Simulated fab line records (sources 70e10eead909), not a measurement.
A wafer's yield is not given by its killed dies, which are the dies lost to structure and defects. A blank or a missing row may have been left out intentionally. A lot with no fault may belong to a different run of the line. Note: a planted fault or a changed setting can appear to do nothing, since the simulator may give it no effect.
fab line records	flow nand_harc	part 1 of 2: steps 1 to 4 of 6
[record] lots = 24	wafers = 72	last_day = 25
route steps=1159 shown A_STAIRCASE@648 A_SLIT@795
lots that met no fault: from a run of the same line without faults
start_h: hours from the record's first day to the start of the lot's first wafer shown	wait_h: hours since the lot's step before	" identical to the entry in the row above	L1.1+2: a row that stands for several wafers	- no value, or no start was given	* or withheld: withheld	< > ~ a bound
route shown NAME@n: names a module that has steps shown in the file, with the first one's number in the route	usual: the fault-free wafers' mean and standard deviation	same: alike in all rows	chamber/n: place in a boat	sites: per-site readings	_std_site: standard deviation of those values	_edge_site: inner sites' mean taken away from outer sites' mean	radius_mm: for every site, how far away it sits from the centre of the wafer	mask NAME#n: copy n	behind: the most recent tool/chamber to have shaped the wafer	hold: the reason the lot was held/the length of the hold in hours/how it ended	device: the transistor (n, p or np) that didn't switch	end of line: tests of these same wafers at the route's end	a step given without rows: its recipe and nothing more	killed: dies lost to structure and defects at the first sort, not the wafer's yield	map: dies across one wafer; x = killed, . = not, _ = none there
set.NAME: the setting as run; set.NAME@STEP: as run at that earlier step	model.NAME: the simulator's own value behind a step, which no gauge read
a sample of lots followed through the steps of the route, with each step as a table and each wafer as a row
services: when a tool's chamber went out of use (start_h, in hours from the record's first day, below 0 if earlier), for how many hours, and the reason
[[steps]]
[step NHARC_A_STAIRCASE_STRIP_254]
[recipe] power_w = 1500	temp_c = 250	chemistry = O2
[usual] drypump_motor_current_A = 5.4/0.34	heater_power_w = 361/37
lot.wafer	tool	chamber	start_h	wait_h	drypump_motor_current_A	heater_power_w	rf_hours_counter_h
L074.2	plasma_asher-01	1	254.05	-	5.4	359	48
L074.3	"	1	"	"	5.4	359	-
L074.5	"	1	"	"	5.4	355	-
L075.2	plasma_asher-01	1	263.67	-	5.4	354	52
L075.3	"	0	"	"	5.1	432	-
L075.4	"	1	"	"	5.4	358	-
L077.2	plasma_asher-02	0	263.87	-	5.8	356	26
L077.3	"	0	"	"	5.8	348	-
L077.6	"	1	"	"	5.9	317	-
L078.1	plasma_asher-02	0	269.97	-	5.8	353	27
L078.3	"	1	"	"	5.9	320	-
L078.5	"	1	"	"	5.9	320	-
L076.1	plasma_asher-01	0	272.92	-	5.0	434	55
L076.3	"	1	"	"	5.4	357	-
L076.6	"	0	"	"	5.0	420	-
L079.1	plasma_asher-02	1	284.01	-	5.9	319	33
L079.6	"	1	"	"	5.9	320	-
L079.5	"	0	"	"	5.8	357	-
L080.4	plasma_asher-01	1	297.54	-	5.4	343	-
L080.5	"	1	"	"	5.4	337	-
L080.6	"	0	"	"	5.0	417	-
L082.1	plasma_asher-01	1	298.86	-	5.4	330	6
L082.4	"	0	"	"	5.0	411	-
L082.5	"	1	"	"	5.4	334	-
L083.1	plasma_asher-01	0	303.04	-	5.0	402	7
L083.2	"	1	"	"	5.4	336	7
L083.6	"	0	"	"	5.0	406	-
L084.3	plasma_asher-01	1	303.41	-	5.3	333	-
L084.4	"	0	"	"	5.0	401	-
L084.6	"	1	"	"	5.4	335	-
L081.4	plasma_asher-02	0	303.74	-	5.8	348	-
L081.3	"	1	"	"	5.9	320	-
L081.6	"	0	"	"	5.8	363	-
L086.2	plasma_asher-02	0	324.61	-	5.8	353	47
L086.3	"	1	"	"	5.9	312	-
L086.5	"	0	"	"	5.8	358	-
L087.4	plasma_asher-01	0	328.55	-	5.1	408	-
L087.6	"	0	"	"	5.0	413	-
L087.5	"	1	"	"	5.4	336	-
L085.2	plasma_asher-02	1	328.90	-	5.9	322	49
L085.3	"	1	"	"	5.9	323	-
L085.6	"	0	"	"	5.8	359	-
L088.2	plasma_asher-01	1	334.90	-	5.3	334	16
L088.4	"	0	"	"	5.0	407	-
L088.5	"	0	"	"	5.0	413	-
L089.1	plasma_asher-01	1	344.53	-	5.4	330	20
L089.3	"	0	"	"	5.0	414	-
L089.4	"	1	"	"	5.4	334	-
L091.4	plasma_asher-02	0	348.26	-	5.8	355	-
L091.5	"	0	"	"	5.7	347	-
L091.6	"	1	"	"	5.9	317	-
L090.3	plasma_asher-02	0	349.46	-	5.8	356	-
L090.5	"	0	"	"	5.8	351	-
L090.6	"	1	"	"	5.9	312	-
L092.3	plasma_asher-02	1	352.14	-	5.9	312	-
L092.4	"	0	"	"	5.8	357	-
L092.6	"	1	"	"	5.9	328	-
L094.4	plasma_asher-01	1	359.59	-	5.4	337	-
L094.6	"	0	"	"	5.1	406	-
L094.5	"	1	"	"	5.4	327	-
L093.1	plasma_asher-01	0	368.20	-	5.1	402	32
L093.4	"	0	"	"	5.0	410	-
L093.3	"	1	"	"	5.4	344	-
L095.1	plasma_asher-01	1	373.05	-	5.4	329	33
L095.5	"	0	"	"	5.0	408	-
L095.6	"	1	"	"	5.4	337	-
L097.1	plasma_asher-01	0	389.75	-	5.0	406	39
L097.3	"	1	"	"	5.4	331	-
L097.6	"	0	"	"	5.0	409	-
L096.2	plasma_asher-01	1	395.29	-	5.4	326	44
L096.1	"	0	"	"	5.0	421	44
L096.4	"	0	"	"	5.0	410	-
[step NHARC_A_STAIRCASE_DEP_259]
[recipe] target_thk_a = 300	target_thk_nm = 30	temp_c = 400	pressure_torr = 3.5	flow_sccm = 200	rf_w = 350	material = SiON
[usual] heater_power_w = 727/71	susceptor_temp_C = 400.00/0.2
lot.wafer	tool	chamber	start_h	wait_h	heater_power_w	susceptor_temp_C
L074.3	pecvd-04	2	256.73	1.0	648	400.03
L074.2	"	0	"	"	705	400.13
L074.5	"	2	"	"	646	400.10
L075.3	pecvd-04	1	266.34	1.0	843	399.98
L075.2	"	2	"	"	630	399.74
L075.4	"	0	"	"	732	399.82
L077.2	pecvd-01	1	266.58	1.3	740	399.95
L077.3	"	2	"	"	715	400.12
L077.6	"	0	"	"	701	400.17
L078.3	pecvd-02	2	273.30	1.0	889	399.91
L078.1	"	0	"	"	645	400.26
L078.5	"	1	"	"	752	400.27
L076.1	pecvd-02	1	276.94	1.6	745	399.62
L076.3	"	2	"	"	864	399.98
L076.6	"	0	"	"	754	399.98
L079.1	pecvd-02	2	286.99	1.6	808	400.29
L079.6	"	0	"	"	676	400.16
L079.5	"	2	"	"	824	400.01
L080.6	pecvd-01	2	301.19	0.1	615	400.13
L080.5	"	0	"	"	778	400.25
L080.4	"	1	"	"	778	399.61
L082.1	pecvd-01	1	302.97	1.6	790	399.92
L082.4	"	1	"	"	804	399.81
L082.5	"	2	"	"	600	399.87
L083.2	pecvd-04	2	306.05	1.3	651	400.03
L083.1	"	0	"	"	728	399.76
L083.6	"	1	"	"	802	400.16
L084.3	pecvd-01	0	306.62	0.9	753	399.97
L084.4	"	1	"	"	789	399.96
L084.6	"	2	"	"	601	399.89
L081.3	pecvd-02	0	307.99	1.0	732	400.18
L081.4	"	1	"	"	720	399.92
L081.6	"	0	"	"	703	399.91
L086.2	pecvd-01	2	329.24	1.2	643	400.08
L086.3	"	1	"	"	830	399.99
L086.5	"	1	"	"	826	400.09
L087.4	pecvd-01	0	331.43	0.7	692	399.69
L087.6	"	1	"	"	726	399.53
L087.5	"	2	"	"	652	400.17
L085.3	pecvd-01	1	331.84	1.0	798	399.89
L085.2	"	2	"	"	668	400.21
L085.6	"	2	"	"	655	399.92
L088.2	pecvd-01	2	338.30	1.3	622	399.50
L088.5	"	0	"	"	722	399.97
L088.4	"	2	"	"	632	399.85
L089.1	pecvd-04	0	347.31	1.7	713	400.01
L089.3	"	1	"	"	717	400.02
L089.4	"	2	"	"	640	399.88
L091.4	pecvd-01	1	350.96	0.7	816	400.05
L091.6	"	2	"	"	737	400.41
L091.5	"	0	"	"	727	399.66
L090.3	pecvd-02	1	352.09	1.0	719	400.37
L090.6	"	0	"	"	704	400.06
L090.5	"	1	"	"	749	400.18
L092.3	pecvd-01	2	356.47	1.0	678	399.87
L092.6	"	1	"	"	747	400.15
L092.4	"	2	"	"	684	399.90
L094.5	pecvd-04	2	365.83	0.4	695	399.62
L094.6	"	0	"	"	723	399.48
L094.4	"	1	"	"	720	400.04
L093.3	pecvd-04	0	372.43	1.0	694	400.20
L093.1	"	1	"	"	825	399.93
L093.4	"	1	"	"	839	400.00
L095.1	pecvd-01	2	376.56	1.6	726	400.10
L095.5	"	1	"	"	810	399.65
L095.6	"	2	"	"	708	399.98
L097.3	pecvd-01	2	392.65	1.0	693	400.21
L097.1	"	0	"	"	767	400.08
L097.6	"	1	"	"	806	399.89
L096.2	pecvd-04	1	397.97	1.2	741	399.90
L096.1	"	2	"	"	628	399.95
L096.4	"	2	"	"	635	400.15
[step NHARC_A_STAIRCASE_ETCHBACK_416]
[recipe] target_depth_a = 360	time_s = 7.2	c4f8_flow_sccm = withheld	o2_flow_sccm = 8	ar_flow_sccm = withheld	rf_w = 600	bias_w = 800	chemistry = C4F8/O2/Ar
[usual] oes_product_au = 0.934/0.024	rf_vpp_V = 723/6.1
lot.wafer	tool	chamber	start_h	wait_h	oes_product_au	rf_hours_counter_h	rf_vpp_V
L074.2	rie_diel-13	1	-	-	0.909	60	727
L074.3	"	3	"	"	0.941	65	726
L074.5	"	2	"	"	0.929	-	716
L075.3	rie_diel-01	2	-	-	0.906	46	716
L075.4	"	3	"	"	0.921	49	720
L075.2	"	1	"	"	0.910	47	721
L077.3	rie_diel-12	1	-	-	0.937	21	719
L077.2	"	2	"	"	0.941	24	717
L077.6	"	0	"	"	0.923	-	731
L078.3	rie_diel-01	2	-	-	0.914	50	715
L078.1	"	0	"	"	0.926	43	715
L078.5	"	1	"	"	0.907	-	721
L076.1	rie_diel-12	0	-	-	0.925	30	731
L076.3	"	2	"	"	0.939	27	715
L076.6	"	0	"	"	0.923	-	731
L079.1	rie_diel-12	2	-	-	0.928	32	717
L079.6	"	0	"	"	0.920	-	731
L079.5	"	1	"	"	0.937	-	720
L080.4	rie_diel-13	2	-	-	0.943	11	716
L080.5	"	2	"	"	0.940	-	716
L080.6	"	3	"	"	0.926	-	728
L082.1	rie_diel-12	3	316.15	1.7	0.941	38	717
L082.4	"	1	"	"	0.952	34	720
L082.5	"	3	"	"	0.940	-	718
L083.2	rie_diel-12	2	-	-	0.935	38	716
L083.1	"	0	"	"	0.911	39	731
L083.6	"	2	"	"	0.927	-	715
L084.3	rie_diel-13	1	-	-	0.926	13	727
L084.4	"	3	"	"	0.922	16	729
L084.6	"	0	"	"	0.935	-	729
L081.4	rie_diel-12	2	-	-	0.929	39	715
L081.3	"	3	"	"	0.933	39	717
L081.6	"	1	"	"	0.939	-	719
L086.3	rie_diel-12	2	-	-	0.922	48	719
L086.2	"	3	"	"	0.940	47	715
L086.5	"	3	"	"	0.934	-	717
L087.6	rie_diel-01	1	-	-	0.995	-	721
L087.4	"	3	"	"	1.000	-	719
L087.5	"	0	"	"	1.003	-	731
L085.2	rie_diel-13	2	-	-	0.944	22	716
L085.3	"	0	"	"	0.938	27	729
L085.6	"	2	"	"	0.938	-	716
L088.2	rie_diel-01	0	350.63	3.1	0.915	8	729
L088.4	"	1	"	"	0.917	9	720
L088.5	"	3	"	"	0.919	-	718
L089.4	rie_diel-01	2	-	-	0.920	14	731
L089.3	"	3	"	"	0.905	16	718
L089.1	"	0	"	"	0.917	16	732
L091.4	rie_diel-13	2	-	-	0.939	30	716
L091.5	"	1	"	"	0.922	-	726
L091.6	"	2	"	"	0.927	-	715
L090.3	rie_diel-01	2	-	-	0.923	16	733
L090.5	"	0	"	"	0.915	-	730
L090.6	"	1	"	"	0.908	-	721
L092.3	rie_diel-01	2	-	-	0.934	16	731
L092.6	"	3	"	"	0.916	-	717
L092.4	"	0	"	"	0.924	-	731
L094.4	rie_diel-01	2	-	-	0.921	19	731
L094.5	"	0	"	"	0.929	-	730
L094.6	"	1	"	"	0.912	-	720
L093.4	rie_diel-01	3	-	-	0.934	23	718
L093.3	"	0	"	"	0.923	24	732
L093.1	"	2	"	"	0.931	21	731
L095.1	rie_diel-13	0	390.39	2.1	0.928	44	730
L095.6	"	2	"	"	0.935	-	716
L095.5	"	3	"	"	0.927	-	726
L097.1	rie_diel-12	1	-	-	1.016	4	720
L097.3	"	3	"	"	1.005	5	717
L097.6	"	0	"	"	1.011	-	729
L096.4	rie_diel-01	3	-	-	0.917	35	718
L096.1	"	0	"	"	0.911	35	730
L096.2	"	1	"	"	0.897	32	720
[step NHARC_A_STAIRCASE_STRIP_475]
[recipe] time_s = 20	o2_flow_sccm = 500	ar_flow_sccm = 0	bias_w = 0	chemistry = O2
[usual] drypump_motor_current_A = 5.8/0.39	o2_flow_sccm = 499.8/1.6	oes_product_au = 1.002/0.014	rf_vpp_V = 57.8/0.94	showerhead_plenum_p_Torr = 3.54/0.2	throttle_valve_pct = 17.036/0.01
lot.wafer	tool	chamber	start_h	wait_h	drypump_motor_current_A	o2_flow_sccm	oes_product_au	rf_hours_counter_h	rf_vpp_V	showerhead_plenum_p_Torr	throttle_valve_pct
L074.3	rie_diel-12	1	-	-	6.0	502.7	1.018	33	57.0	3.41	17.042
L074.2	"	3	"	"	6.0	498.9	1.013	37	57.7	3.31	17.037
L074.5	"	1	"	"	6.0	501.4	1.021	-	56.7	3.41	17.062
L075.4	rie_diel-12	1	-	-	6.0	500.9	1.024	35	58.4	3.41	17.035
L075.2	"	2	"	"	6.2	500.2	1.014	38	55.9	3.31	17.046
L075.3	"	3	"	"	6.0	497.6	1.021	39	58.1	3.31	17.045
L077.2	rie_diel-13	2	-	-	6.5	498.2	1.019	13	57.2	3.29	17.039
L077.3	"	0	"	"	5.5	500.3	1.024	15	57.9	3.76	17.030
L077.6	"	2	"	"	6.5	498.1	1.021	-	56.3	3.29	17.016
L078.1	rie_diel-13	1	-	-	5.3	501.2	1.016	15	58.0	3.66	17.024
L078.3	"	2	"	"	6.4	499.4	1.013	15	55.9	3.29	17.051
L078.5	"	0	"	"	5.5	500.3	1.022	-	59.1	3.76	17.053
L076.3	rie_diel-12	3	-	-	6.0	500.2	1.011	42	57.6	3.31	17.040
L076.1	"	0	"	"	5.1	501.9	0.990	43	59.0	3.78	17.041
L076.6	"	3	"	"	6.0	501.2	1.022	-	57.9	3.31	17.057
L079.1	rie_diel-12	3	342.86	0.1	6.0	499.3	1.003	48	56.6	3.31	17.037
L079.6	"	0	"	"	5.2	501.8	0.994	-	58.2	3.78	17.037
L079.5	"	2	"	"	6.2	501.2	1.009	-	57.9	3.31	17.034
L080.4	rie_diel-13	1	-	-	5.3	500.7	1.010	28	58.1	3.66	17.034
L080.6	"	0	"	"	5.5	498.8	0.996	-	59.3	3.75	17.031
L080.5	"	1	"	"	5.3	497.7	1.010	-	57.1	3.66	17.030
L082.4	rie_diel-13	0	-	-	5.5	500.0	1.005	33	59.1	3.75	17.046
L082.1	"	2	"	"	6.5	496.9	1.007	29	57.2	3.28	17.030
L082.5	"	0	"	"	5.5	500.4	1.010	-	57.5	3.75	17.022
L084.4	rie_diel-01	2	-	-	5.7	501.0	1.004	14	59.4	3.80	17.032
L084.3	"	3	"	"	6.1	499.9	0.986	16	57.0	3.37	17.025
L084.6	"	2	"	"	5.7	501.6	1.003	-	57.6	3.80	17.029
L083.2	rie_diel-01	3	-	-	6.1	497.6	0.985	16	57.6	3.37	17.027
L083.1	"	1	"	"	5.9	498.7	0.980	15	58.6	3.44	17.035
L083.6	"	0	"	"	5.4	501.5	0.988	-	59.8	3.80	17.055
L081.4	rie_diel-01	1	-	-	5.9	503.0	0.974	16	58.4	3.44	17.042
L081.3	"	3	"	"	6.1	499.6	0.996	17	57.4	3.37	17.023
L081.6	"	1	"	"	5.9	502.8	0.979	-	57.8	3.44	17.030
L087.4	rie_diel-01	2	-	-	5.7	501.3	1.009	20	58.8	3.79	17.044
L087.6	"	2	"	"	5.7	499.1	1.006	-	59.0	3.79	17.029
L087.5	"	3	"	"	6.1	497.3	0.993	-	56.5	3.37	17.039
L086.3	rie_diel-13	3	-	-	6.3	501.3	1.013	42	56.8	3.65	17.038
L086.2	"	2	"	"	6.5	499.8	1.011	37	57.7	3.28	17.027
L086.5	"	0	"	"	5.5	500.3	1.003	-	56.9	3.75	17.039
L085.3	rie_diel-13	2	-	-	6.5	502.8	1.026	37	58.6	3.28	17.029
L085.2	"	3	"	"	6.3	499.7	1.032	42	58.0	3.65	17.044
L085.6	"	0	"	"	5.5	497.4	1.013	-	57.6	3.75	17.042
L088.2	rie_diel-12	2	-	-	6.2	499.9	1.008	2	57.8	3.30	17.045
L088.4	"	0	"	"	5.2	498.4	1.025	2	58.0	3.77	17.042
L088.5	"	3	"	"	6.0	500.9	1.000	-	57.8	3.30	17.025
L091.4	rie_diel-12	3	-	-	6.0	499.7	0.997	6	57.4	3.30	17.032
L091.6	"	2	"	"	6.2	498.3	0.992	-	57.5	3.29	17.032
L091.5	"	3	"	"	6.0	499.9	0.990	-	57.9	3.30	17.028
L089.3	rie_diel-01	1	-	-	5.9	497.0	0.976	30	57.6	3.43	17.029
L089.4	"	2	"	"	5.7	500.0	1.009	31	57.9	3.79	17.042
L089.1	"	3	"	"	6.1	497.7	0.997	33	57.2	3.37	17.035
L092.4	rie_diel-01	1	-	-	6.0	498.3	0.975	32	58.1	3.43	17.041
L092.3	"	2	"	"	5.7	499.1	1.008	33	60.0	3.78	17.050
L092.6	"	1	"	"	5.9	498.6	0.982	-	58.8	3.43	17.044
L090.3	rie_diel-12	2	-	-	6.2	502.8	1.011	8	56.2	3.29	17.036
L090.6	"	2	"	"	6.2	499.5	1.010	-	57.0	3.29	17.031
L090.5	"	3	"	"	6.0	496.4	0.992	-	56.2	3.30	17.031
L093.4	rie_diel-12	3	-	-	6.0	502.8	0.997	12	58.0	3.30	17.036
L093.1	"	0	"	"	5.1	499.5	1.019	13	59.2	3.76	17.052
L093.3	"	1	"	"	6.0	500.4	1.019	12	56.9	3.39	17.032
L094.4	rie_diel-13	3	-	-	6.3	498.5	1.016	57	58.0	3.64	17.046
L094.5	"	3	"	"	6.3	499.3	1.016	-	58.5	3.64	17.018
L094.6	"	0	"	"	5.5	498.9	1.021	-	58.8	3.74	17.047
L095.1	rie_diel-01	2	-	-	5.7	499.3	1.003	41	58.5	3.78	17.021
L095.6	"	2	"	"	5.7	499.1	1.006	-	57.8	3.78	17.031
L095.5	"	3	"	"	6.1	500.7	0.997	-	56.4	3.36	17.016
L097.1	rie_diel-01	1	-	-	5.9	500.4	0.973	42	56.9	3.42	17.034
L097.3	"	2	"	"	5.7	498.4	1.006	45	58.4	3.78	17.029
L097.6	"	1	"	"	5.9	499.3	0.967	-	58.2	3.42	17.051
L096.4	rie_diel-01	2	-	-	5.7	497.6	1.002	48	57.7	3.78	17.046
L096.1	"	3	"	"	6.1	500.3	0.999	50	56.3	3.36	17.022
L096.2	"	0	"	"	5.4	499.4	0.991	51	57.9	3.78	17.036
